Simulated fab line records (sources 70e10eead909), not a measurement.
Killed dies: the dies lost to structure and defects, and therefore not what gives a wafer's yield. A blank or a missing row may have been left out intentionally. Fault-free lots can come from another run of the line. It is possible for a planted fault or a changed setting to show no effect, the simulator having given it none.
fab line records ; flow nandHarc ; part 2 of 2: steps 5 to 6 of 6
record lots=19; wafers=57; lastDay=25
route steps=1159 shown A_STAIRCASE@586
lots that met no fault: from a run of the same line without faults
startH: hours from the record's opening day to when the first of the lot's shown wafers began ; waitH: hours elapsed since this lot's preceding step ; " same as the row above ; L1.1+2: a single row standing in for several wafers ; - value missing, or start not given ; * or withheld: withheld ; < > ~ a bound
route shown NAME@n: names a module that has steps shown in the file, with the first one's number in the route ; usual: mean/standard deviation taken from wafers without a fault ; same: alike in all rows ; chamber/n: place in a boat ; sites: the reading at each site ; _std_site: standard deviation of those values ; _edge_site: outer sites' mean less inner sites' ; radiusMm: how far each site lies from the wafer's centre ; mask NAME#n: copy n ; behind: the last tool/chamber to shape the wafer ; hold: reason for holding the lot/hours on hold/outcome of the hold ; device: transistor that didn't switch, given as n, p or np ; end of line: tests run on the same wafers once the route is complete ; for a step that has no rows: nothing shown but its recipe ; killed: dies lost to structure and defects at the first sort, not the wafer's yield ; map: a wafer's dies, x killed, . not, _ none there
set.NAME: the setting that was run; set.NAME@STEP: the one run at that earlier step ; model.NAME: the simulator's own value behind a step, which no gauge read
one table for each step of the route and one row for each wafer, over a sample of lots
services: the hour from which a tool's chamber was out of use, counted from the record's first day as startH (under 0 if before that day), plus the number of hours and why
## steps
# step NHARC_A_STAIRCASE_HM_OPEN_460
# recipe o2FlowSccm=400; cosFlowSccm=20; arFlowSccm=0; rfW=500; biasW=300; chemistry=O2/COS
# usual chamberPressureMTorr=20.000/0.017; drypumpMotorCurrentA=5.9/0.49; oesProductAu=0.997/0.011; rfVppV=466.4/2.2; showerheadPlenumPTorr=3.09/0.094; throttleValvePct=28.330/0.0088
lot.wafer;tool;chamber;startH;waitH;chamberPressureMTorr;drypumpMotorCurrentA;oesProductAu;rfHoursCounterH;rfVppV;showerheadPlenumPTorr;throttleValvePct
L078.1;rieDiel-10;1;-;-;19.985;6.7;0.999;34;466.3;3.03;28.346
L078.4;rieDiel-10;2;-;-;20.011;6.3;1.005;35;469.1;3.19;28.328
L078.5;rieDiel-10;0;-;-;20.003;5.4;1.006;-;470.9;3.22;28.316
L074.1;rieDiel-05;2;-;-;20.015;6.7;0.984;38;470.0;3.25;28.330
L074.3;rieDiel-05;3;-;-;20.008;5.7;0.984;41;464.8;3.01;28.313
L074.4;rieDiel-05;0;-;-;20.019;5.9;0.994;43;463.5;3.05;28.319
L077.1;rieDiel-06;0;-;-;19.982;6.2;0.993;15;468.6;3.18;28.329
L077.5;rieDiel-06;1;-;-;19.988;5.8;0.987;-;466.5;3.11;28.340
L077.6;rieDiel-06;2;-;-;20.002;5.4;0.987;-;464.2;3.04;28.322
L079.1;rieDiel-10;3;-;-;19.977;5.2;0.998;38;465.1;3.00;28.342
L079.3;rieDiel-10;0;-;-;20.027;5.4;0.995;37;469.6;3.22;28.343
L079.5;rieDiel-10;1;-;-;19.971;6.7;0.994;-;464.9;3.03;28.340
L080.4;rieDiel-05;1;-;-;19.971;5.3;1.009;38;463.9;2.98;28.334
L080.6;rieDiel-05;2;-;-;20.000;6.7;0.992;-;469.7;3.25;28.325
L080.5;rieDiel-05;3;-;-;20.015;5.7;0.988;-;465.3;3.01;28.339
L081.1;rieDiel-06;3;-;-;19.985;6.1;1.008;17;467.7;3.19;28.337
L081.2;rieDiel-06;0;-;-;20.001;6.2;0.999;17;469.0;3.18;28.315
L081.4;rieDiel-06;1;-;-;19.984;5.7;0.999;15;468.3;3.11;28.335
L085.3;rieDiel-06;3;-;-;20.001;6.1;1.010;24;468.2;3.18;28.342
L085.2;rieDiel-06;1;-;-;20.028;5.7;1.001;22;466.6;3.11;28.338
L085.6;rieDiel-06;3;-;-;19.989;6.1;1.007;-;466.8;3.18;28.330
L082.2;rieDiel-05;1;-;-;20.001;5.3;0.997;44;463.0;2.97;28.335
L082.6;rieDiel-05;0;-;-;20.025;5.9;1.000;-;465.0;3.05;28.321
L082.5;rieDiel-05;1;-;-;19.992;5.3;0.990;-;463.8;2.97;28.326
L084.3;rieDiel-05;0;-;-;20.021;5.9;0.992;52;464.8;3.05;28.335
L084.1;rieDiel-05;1;-;-;19.967;5.3;0.998;45;463.6;2.97;28.324
L084.6;rieDiel-05;1;-;-;20.002;5.3;1.003;-;465.2;2.97;28.338
L087.2;rieDiel-05;3;-;-;20.008;5.7;0.986;59;463.8;3.00;28.344
L087.4;rieDiel-05;1;-;-;19.965;5.3;1.005;52;464.0;2.97;28.325
L087.5;rieDiel-05;0;-;-;19.973;5.9;0.987;-;464.9;3.05;28.340
L086.2;rieDiel-05;0;-;-;19.969;5.9;0.992;60;465.8;3.05;28.324
L086.4;rieDiel-05;1;-;-;20.030;5.3;0.999;52;464.3;2.97;28.331
L086.3;rieDiel-05;2;-;-;19.991;6.7;0.994;54;468.5;3.24;28.330
L090.3;rieDiel-10;3;-;-;20.004;5.2;1.000;62;464.9;2.99;28.324
L090.1;rieDiel-10;0;-;-;20.007;5.4;1.005;60;469.3;3.20;28.332
L090.6;rieDiel-10;3;-;-;19.982;5.2;0.989;-;465.4;2.99;28.334
L089.1;rieDiel-06;2;-;-;19.991;5.5;0.989;37;465.1;3.03;28.341
L089.4;rieDiel-06;1;-;-;19.980;5.8;1.001;36;466.6;3.10;28.326
L089.6;rieDiel-06;3;-;-;20.020;6.2;1.000;-;467.4;3.17;28.338
L093.1;rieDiel-05;1;-;-;20.013;5.3;0.988;11;463.3;2.96;28.350
L093.3;rieDiel-05;0;-;-;20.010;5.9;0.985;11;465.8;3.04;28.343
L093.5;rieDiel-05;1;-;-;19.998;5.3;0.992;-;463.4;2.96;28.330
L091.4;rieDiel-10;0;-;-;20.013;5.5;1.035;2;469.7;3.20;28.319
L091.5;rieDiel-10;1;-;-;19.992;6.7;1.012;-;464.7;3.02;28.325
L091.6;rieDiel-10;2;-;-;20.003;6.3;0.999;-;467.8;3.17;28.346
L095.2;rieDiel-10;2;-;-;19.985;6.3;1.004;3;468.4;3.17;28.327
L095.1;rieDiel-10;3;-;-;19.980;5.1;0.989;3;463.7;2.99;28.327
L095.6;rieDiel-10;0;-;-;20.039;5.4;1.014;-;469.6;3.20;28.326
L094.4;rieDiel-10;1;-;-;20.007;6.7;0.994;3;464.8;3.02;28.336
L094.2;rieDiel-10;2;-;-;20.013;6.3;1.000;4;469.5;3.17;28.317
L094.3;rieDiel-10;3;-;-;19.990;5.2;0.990;4;464.5;2.99;28.339
L096.4;rieDiel-06;0;-;-;20.002;6.2;1.005;54;469.1;3.16;28.325
L096.6;rieDiel-06;3;-;-;20.016;6.1;1.022;-;468.4;3.17;28.321
L096.5;rieDiel-06;0;-;-;20.015;6.2;1.003;-;468.1;3.16;28.337
L097.2;rieDiel-10;2;402.16;0.1;19.988;6.3;1.011;12;468.0;3.17;28.330
L097.6;rieDiel-10;2;402.16;0.1;20.010;6.3;1.006;-;468.9;3.17;28.325
L097.5;rieDiel-10;0;402.16;0.1;19.989;5.4;1.014;-;469.5;3.20;28.339
# step NHARC_A_STAIRCASE_ETCH_452
# recipe targetDepthA=300; overetchA=30; timeS=16.5; ionEnergyEv=100; cf4FlowSccm=80; o2FlowSccm=20; arFlowSccm=0; rfW=300; biasW=100; chemistry=CF4/O2
# usual chamberPressureMTorr=30.002/0.027; drypumpMotorCurrentA=5.8/0.48; oes_o_777_au=1.000/0.0044; oesProductAu=0.998/0.011; rfVppV=197.5/1.1; showerheadPlenumPTorr=1.32/0.042; throttleValvePct=13.398/0.0092
# same timeS=16.5
lot.wafer;tool;chamber;startH;waitH;chamberPressureMTorr;drypumpMotorCurrentA;oes_o_777_au;oesProductAu;rfHoursCounterH;rfVppV;showerheadPlenumPTorr;throttleValvePct
L078.4;rieDiel-10;3;-;-;29.959;5.1;0.995;1.000;37;197.3;1.28;13.383
L078.1;rieDiel-10;1;-;-;29.955;6.7;0.995;0.993;34;197.8;1.29;13.416
L078.5;rieDiel-10;0;-;-;30.011;5.4;0.994;0.988;-;198.7;1.38;13.403
L074.3;rieDiel-05;3;-;-;29.986;5.7;0.989;0.999;41;197.6;1.28;13.393
L074.1;rieDiel-05;0;-;-;30.048;5.9;1.001;0.991;43;196.1;1.30;13.394
L074.4;rieDiel-05;2;-;-;30.026;6.7;1.009;1.002;38;198.3;1.39;13.399
L077.1;rieDiel-06;0;-;-;30.018;6.2;0.994;1.007;15;198.0;1.36;13.391
L077.5;rieDiel-06;2;-;-;29.997;5.4;1.001;1.001;-;196.6;1.30;13.403
L077.6;rieDiel-06;3;-;-;30.025;6.1;0.996;1.008;-;200.7;1.36;13.395
L079.1;rieDiel-10;3;-;-;29.989;5.1;1.004;0.992;38;197.3;1.28;13.394
L079.3;rieDiel-10;2;-;-;30.040;6.3;1.005;1.016;36;199.0;1.36;13.393
L079.5;rieDiel-10;0;-;-;30.013;5.5;1.000;1.001;-;198.7;1.38;13.394
L080.4;rieDiel-05;1;-;-;30.012;5.3;1.001;1.002;38;197.3;1.27;13.384
L080.6;rieDiel-05;3;-;-;29.950;5.7;0.999;0.981;-;197.1;1.28;13.405
L080.5;rieDiel-05;0;-;-;30.004;5.9;1.007;0.986;-;197.6;1.30;13.399
L081.1;rieDiel-06;0;-;-;29.969;6.2;1.007;1.015;17;197.6;1.36;13.395
L081.4;rieDiel-06;1;-;-;29.984;5.7;1.009;0.996;15;198.0;1.33;13.415
L081.2;rieDiel-06;2;-;-;29.987;5.4;0.997;0.992;16;198.1;1.30;13.386
L085.2;rieDiel-06;2;-;-;29.978;5.4;0.991;1.002;22;198.0;1.30;13.394
L085.3;rieDiel-06;3;-;-;29.947;6.1;0.998;1.005;24;198.2;1.36;13.391
L085.6;rieDiel-06;2;-;-;29.998;5.4;1.002;1.003;-;195.9;1.30;13.413
L082.2;rieDiel-05;2;-;-;29.999;6.7;1.005;0.992;46;200.2;1.39;13.391
L082.6;rieDiel-05;3;-;-;30.054;5.7;0.998;0.978;-;197.0;1.28;13.388
L082.5;rieDiel-05;0;-;-;29.991;5.9;0.999;1.002;-;196.8;1.30;13.405
L084.1;rieDiel-05;1;-;-;29.919;5.3;1.006;0.999;45;195.8;1.27;13.400
L084.3;rieDiel-05;3;-;-;29.998;5.7;1.000;0.985;51;197.4;1.28;13.403
L084.6;rieDiel-05;0;-;-;30.026;5.9;0.994;0.991;-;197.8;1.30;13.386
L087.4;rieDiel-05;3;-;-;30.009;5.7;0.999;0.972;59;197.0;1.28;13.388
L087.2;rieDiel-05;0;-;-;30.007;5.9;1.002;0.984;60;196.1;1.30;13.410
L087.5;rieDiel-05;2;-;-;30.001;6.7;1.001;0.998;-;199.2;1.39;13.400
L086.4;rieDiel-05;3;-;-;30.015;5.7;1.009;0.974;59;196.2;1.28;13.399
L086.2;rieDiel-05;0;-;-;29.963;5.9;1.000;0.993;61;197.5;1.30;13.396
L086.3;rieDiel-05;1;-;-;30.013;5.3;1.000;1.002;53;197.0;1.27;13.411
L090.3;rieDiel-10;1;-;-;29.966;6.7;0.998;1.004;56;196.7;1.29;13.385
L090.1;rieDiel-10;2;-;-;29.997;6.2;1.006;1.018;58;198.8;1.36;13.395
L090.6;rieDiel-10;3;-;-;30.046;5.2;0.998;0.999;-;197.3;1.28;13.398
L089.4;rieDiel-06;1;-;-;29.995;5.7;1.005;0.998;36;197.6;1.33;13.398
L089.1;rieDiel-06;2;-;-;30.008;5.4;1.003;1.001;37;196.2;1.29;13.381
L089.6;rieDiel-06;0;-;-;30.012;6.2;0.996;0.996;-;198.8;1.36;13.389
L093.3;rieDiel-05;3;-;-;30.023;5.7;0.995;0.988;11;195.6;1.28;13.387
L093.1;rieDiel-05;0;-;-;30.002;5.8;0.999;0.990;11;197.1;1.30;13.398
L093.5;rieDiel-05;3;-;-;29.971;5.7;1.001;0.991;-;196.2;1.28;13.407
L091.4;rieDiel-10;1;-;-;30.005;6.7;1.007;1.005;2;197.1;1.29;13.414
L091.6;rieDiel-10;0;-;-;29.984;5.5;0.998;1.025;-;197.2;1.37;13.415
L091.5;rieDiel-10;1;-;-;29.944;6.7;1.002;0.998;-;195.6;1.29;13.396
L095.1;rieDiel-10;1;-;-;30.016;6.7;1.005;1.011;3;196.4;1.29;13.411
L095.2;rieDiel-10;2;-;-;29.997;6.2;1.003;1.005;3;197.6;1.36;13.402
L095.6;rieDiel-10;2;-;-;30.044;6.3;1.004;1.007;-;199.0;1.36;13.396
L094.2;rieDiel-10;2;-;-;30.020;6.3;1.003;0.993;5;198.2;1.36;13.397
L094.4;rieDiel-10;3;-;-;29.957;5.2;0.996;0.986;6;195.9;1.28;13.391
L094.3;rieDiel-10;0;-;-;29.992;5.4;1.000;1.022;6;197.6;1.37;13.392
L096.4;rieDiel-06;1;-;-;30.008;5.7;1.001;0.997;49;197.7;1.32;13.404
L096.6;rieDiel-06;0;-;-;30.021;6.1;1.004;0.999;-;200.5;1.35;13.390
L096.5;rieDiel-06;1;-;-;29.993;5.7;0.997;0.996;-;196.4;1.32;13.396
L097.2;rieDiel-10;2;403.02;0.1;30.019;6.2;0.989;1.001;12;198.7;1.36;13.391
L097.6;rieDiel-10;0;403.02;0.1;29.995;5.5;0.995;1.017;-;199.1;1.37;13.420
L097.5;rieDiel-10;2;403.02;0.1;30.021;6.2;0.994;1.003;-;198.1;1.36;13.389
## services
tool;chamber;startH;hours;kind
rieDiel-05;3;238.63;4.1;repair
rieDiel-05;1;240.59;11.9;repair
rieDiel-06;-;241.24;9.0;pm
rieDiel-05;0;247.13;-;clean
rieDiel-05;2;247.13;-;clean
rieDiel-05;3;247.13;-;clean
rieDiel-05;0;271.94;-;clean
rieDiel-05;1;271.94;-;clean
rieDiel-05;2;271.94;-;clean
rieDiel-05;3;271.94;-;clean
rieDiel-05;0;278.79;4.6;repair
rieDiel-05;0;296.49;-;clean
rieDiel-05;1;296.49;-;clean
rieDiel-05;2;296.49;-;clean
rieDiel-05;3;296.49;-;clean
rieDiel-05;0;321.05;-;clean
rieDiel-05;1;321.05;-;clean
rieDiel-05;2;321.05;-;clean
rieDiel-05;3;321.05;-;clean
rieDiel-05;-;341.57;9.0;pm
rieDiel-10;-;353.50;9.0;pm
rieDiel-05;2;356.08;19.8;repair
rieDiel-10;3;398.31;5.8;repair
rieDiel-10;1;399.69;8.5;repair
